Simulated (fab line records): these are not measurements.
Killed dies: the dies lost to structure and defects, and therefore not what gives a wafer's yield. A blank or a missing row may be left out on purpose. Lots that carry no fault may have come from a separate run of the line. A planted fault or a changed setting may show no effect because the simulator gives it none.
Split-lot study ; flow n5_finfet ; 7 lots, 21 wafers read, on a route of 1938 steps

== ABOUT THE SPLIT ==
At N5_BEOL_M13_DEP_53 (deposits SiCN from 3MS/NH3, target thk 50 nm, time 17.8 s), the setting time_s was moved away from the recipe's 17.8 s on 5 of the 21 wafers read, by -5.4% to +12.2%. For the rest of the wafers, this setting stayed at what the recipe calls for.

The reading is taken at the split's own step.

== THE READING ==
SiCN_of_BEOL_M13_DEP_53.thk_nm (the simulator's own value, which no gauge read), in nm, at N5_BEOL_M13_DEP_53 (deposits SiCN from 3MS/NH3, target thk 50 nm, time 17.8 s). No usual value for it is given in the file. Average 50.1 nm, standard deviation 0.52 nm, over the 16 wafers here run with the recipe.

wafer;tool, chamber at the split;time_s as run, s;against the recipe;SiCN_of_BEOL_M13_DEP_53.thk_nm, nm;against lot-mates on the recipe
L074.2;pecvd-03, 0;17.8;recipe;49.4;-
L074.3;pecvd-03, 1;17.8;recipe;50.2;-
L074.6;pecvd-03, 0;17.8;recipe;50;-
L076.1;pecvd-02, 1;17.8;recipe;49.8;-
L076.4;pecvd-02, 2,0;17.8;recipe;50.4;-
L076.5;pecvd-02, 2,0;17.8;recipe;50.4;-
L079.3;pecvd-02, 0;16.84;-5.4%;47.2;-3.2
L079.4;pecvd-02, 0;16.84;-5.4%;47.6;-2.8
L079.5;pecvd-02, 1;17.8;recipe;50.4;-
L087.3;pecvd-03, 2;17.13;-3.8%;48.6;-0.4
L087.4;pecvd-03, 0;17.8;recipe;49;-
L087.6;pecvd-03, 2;17.13;-3.8%;47.8;-1.2
L094.4;pecvd-03, 2;17.8;recipe;49.6;-
L094.5;pecvd-03, 2;17.8;recipe;50.2;-
L094.6;pecvd-03, 0;17.8;recipe;50;-
L092.4;pecvd-02, 0;17.8;recipe;51.2;-
L092.5;pecvd-02, 1;17.8;recipe;50.6;-
L092.6;pecvd-02, 2;17.8;recipe;50.8;-
L097.3;pecvd-03, 0;17.8;recipe;49.8;-
L097.5;pecvd-03, 2;17.8;recipe;50.2;-
L097.6;pecvd-03, 0;19.98;+12.2%;55.8;+5.8
The file does not say which wafer passed through which chamber wherever a row lists several chambers: such a row stands for several wafers.

THE FIT
A straight line over all 21 wafers: SiCN_of_BEOL_M13_DEP_53.thk_nm changes by +0.479 nm for each +1% of time_s; r = +0.96; the points scatter about the line by 0.51 nm.
The same after taking each lot's own level away (the mean of its wafers on the recipe; 21 wafers): +0.464 nm for each +1%; r = +0.97; scatter 0.44 nm.
On that fit, the largest move of time_s shifts the reading by 5.7 nm.
Measured against the standard deviation above, the lots' own levels, which go from 49.00 to 50.87 nm, span 3.6 times it.
Consequently the slope shifts little with the lot-to-lot level, the two slopes agreeing.
Check: with one of the wafers moved furthest among these (+12.2%) left out of the fit, the line predicts +5.55 nm for it against its lot-mates. Against them it came out at +5.8 nm.

== OTHER SPLITS APPLIED TO THESE WAFERS ==
These wafers also went through other splits before the reading. Each is held against what the fit with the lots' levels taken away leaves over:
other split on the same wafers;wafers away from the commonest value;r with SiCN_of_BEOL_M13_DEP_53.thk_nm (lot level and that fit taken away)
N5_BEOL_M13_ILD_DEP_00 time_s;6;-0.26

== THE FILE'S OWN FIT ==
SiCN_of_BEOL_M13_DEP_53.thk_nm changes by +0.467 nm for each +1% of time_s, r = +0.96.
